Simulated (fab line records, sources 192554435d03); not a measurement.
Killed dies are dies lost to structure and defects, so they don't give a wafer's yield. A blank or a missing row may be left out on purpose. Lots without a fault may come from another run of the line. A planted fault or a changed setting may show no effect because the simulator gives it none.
Chamber matching | flow n5_finfet | N5_BEOL_M4_DESCUM_33 on rie_diel-01: 3 sister chambers
The step chemistry O2, time 7 s. 3 wafers are shown with their chamber, then 5 later ones without.

WAFERS WITH THEIR CHAMBER
wafer  | chamber | drypump_motor_current_A (A)
L084.5 | 1       | 5.6
L085.1 | 2       | 5.9
L085.4 | 3       | 5.6

WAFERS WITHOUT THEIR CHAMBER
wafer  | drypump_motor_current_A (A)
L090.3 | 5.6
L090.5 | 5.5
L093.2 | 5.8
L093.4 | 5.5
L093.5 | 5.8

WHICH CHAMBER EACH WENT THROUGH
wafer  | from the rows above          | in truth
L090.3 | can't be placed: 1 or 3      | 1
L090.5 | can't be placed: 1 or 3      | 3
L093.2 | can't be placed: 2 or 1 or 3 | 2
L093.4 | can't be placed: 1 or 3      | 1
L093.5 | can't be placed: 2 or 1 or 3 | 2
Placed correctly: 0 of 5. Can't be placed from these rows: 5 (the true chamber is among the candidates in 5). Placed wrongly: 0.
How it was worked out, from the rows above alone: a wafer's distance from a chamber is the root of the sum, over the readings, of the square of ((its reading less the chamber's mean) divided by the reading's scatter). The wafer belongs to the nearest chamber; if the next one is less than 2 further off, it can't be placed. A chamber's mean is the mean of its shown wafers. The scatter: with one shown wafer a chamber, the root of the mean of the squares of how far each hidden wafer lies from its nearest shown one.
